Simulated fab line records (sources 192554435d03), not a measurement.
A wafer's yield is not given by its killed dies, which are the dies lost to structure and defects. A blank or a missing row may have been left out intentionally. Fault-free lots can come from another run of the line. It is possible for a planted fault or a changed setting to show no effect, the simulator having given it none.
Which of the tools did it? | flow n5_finfet | 8 lots, 24 wafers sampled, at 5 steps of a route of 1938

## WHAT EACH GAUGE READ, for each wafer
N5_SD_EPI_N_EPI_MEAS_23.
lot  | measured    | on            | thk_nm (nm)
L475 | day 3 10:13 | film_metro-02 | 60.0 59.4 59.9
L478 | day 4 03:50 | film_metro-01 | 58.9 59.2 58.5
L479 | day 4 09:58 | film_metro-01 | 59.7 59.0 58.4
L487 | day 6 18:06 | film_metro-02 | 64.0 57.5 63.4
L489 | day 7 01:30 | film_metro-01 | 59.1 63.9 63.4
L492 | day 7 23:22 | film_metro-02 | 56.8 58.1 60.3
L494 | day 8 07:22 | film_metro-02 | 59.6 59.0 60.2
L497 | day 9 01:02 | film_metro-02 | 60.0 57.6 58.3

## WHAT TOOL EACH LOT RAN ON (gives the tool, then ch and the chambers of the sampled wafers, and finally the start)
lot  | N5_SD_EPI_N_DESCUM_14             | N5_SD_EPI_N_ETCH_35               | N5_SD_EPI_N_VAPOR_ETCH_50      | N5_SD_EPI_N_EPI_21
L475 | rie_diel-01 ch 1,2,3, day 3 06:35 | rie_diel-01 ch 1,2,3, day 3 06:41 | epi_rpcvd-02 ch 0, day 3 08:19 | epi_rpcvd-02 ch 0, day 3 08:30
L478 | rie_diel-06 ch 1,2,3, day 4 00:13 | rie_diel-06 ch 1,2,3, day 4 00:19 | epi_rpcvd-01 ch 0, day 4 02:00 | epi_rpcvd-01 ch 0, day 4 02:41
L479 | rie_diel-06 ch 0,1,2, day 4 06:35 | rie_diel-06 ch 0,1,2, day 4 06:40 | epi_rpcvd-01 ch 0, day 4 08:07 | epi_rpcvd-01 ch 0, day 4 08:32
L487 | rie_diel-01 ch 0,1,2, day 6 14:43 | rie_diel-01 ch 0,1,2, day 6 14:48 | epi_rpcvd-01 ch 0, day 6 16:14 | epi_rpcvd-01 ch 0, day 6 16:40
L489 | rie_diel-01 ch 0,2,3, day 6 22:07 | rie_diel-01 ch 0,2,3, day 6 22:12 | epi_rpcvd-01 ch 0, day 6 23:37 | epi_rpcvd-01 ch 0, day 6 23:47
L492 | rie_diel-01 ch 0,1,3, day 7 19:00 | rie_diel-01 ch 0,1,3, day 7 19:05 | epi_rpcvd-04 ch 0, day 7 20:50 | epi_rpcvd-04 ch 0, day 7 21:05
L494 | rie_diel-01 ch 0,3, day 8 03:44   | rie_diel-01 ch 0,3, day 8 03:50   | epi_rpcvd-02 ch 0, day 8 05:30 | epi_rpcvd-02 ch 0, day 8 05:56
L497 | rie_diel-02 ch 0,2,3, day 8 20:54 | rie_diel-02 ch 0,2,3, day 8 20:59 | epi_rpcvd-02 ch 0, day 8 22:31 | epi_rpcvd-02 ch 0, day 8 22:46
- N5_SD_EPI_N_DESCUM_14: chemistry O2, time 7.9 s.
- N5_SD_EPI_N_ETCH_35: etches SOC in N2/H2, overetch 108 nm, time 486 s.
- N5_SD_EPI_N_VAPOR_ETCH_50: etches Si in HCl, time 54 s.
- N5_SD_EPI_N_EPI_21: deposits Si:P, time 690 s.

## THE ANSWER, worked out from the rows above alone
Rule: the usual values come from the lots themselves. Put in order of their means at a reading, lots are off if they are a third of the lots or fewer, leave a main group of 4 or more, and stand apart from it by a gap of 3 or more times the standard deviation of the main group's means; of several such gaps the widest counts. The tables above print the reading to a certain number of digits; a main group whose means all agree to those digits is not used. Also off: a lot with no number at a reading for which 4 or more lots have one. Where the step has rows for the other lots, those lots are counted as sound.
Off: L487, L489, at N5_SD_EPI_N_EPI_MEAS_23 (thk_nm). Mean 59.0 nm and standard deviation 0.49 in the main group.
A tool fits if, at a process step before that reading, it ran every lot that is off, and no sound lot after the first of them. The gauges at N5_SD_EPI_N_EPI_MEAS_23 are tried like those tools. One fits: N5_SD_EPI_N_VAPOR_ETCH_50 and N5_SD_EPI_N_EPI_21 on epi_rpcvd-01. At N5_SD_EPI_N_VAPOR_ETCH_50 its last sound lot is L479 (day 4 08:07), its first lot that is off L487 (day 6 16:14): a fault that began between those two fits.

## WHAT THE SIMULATOR PUT IN
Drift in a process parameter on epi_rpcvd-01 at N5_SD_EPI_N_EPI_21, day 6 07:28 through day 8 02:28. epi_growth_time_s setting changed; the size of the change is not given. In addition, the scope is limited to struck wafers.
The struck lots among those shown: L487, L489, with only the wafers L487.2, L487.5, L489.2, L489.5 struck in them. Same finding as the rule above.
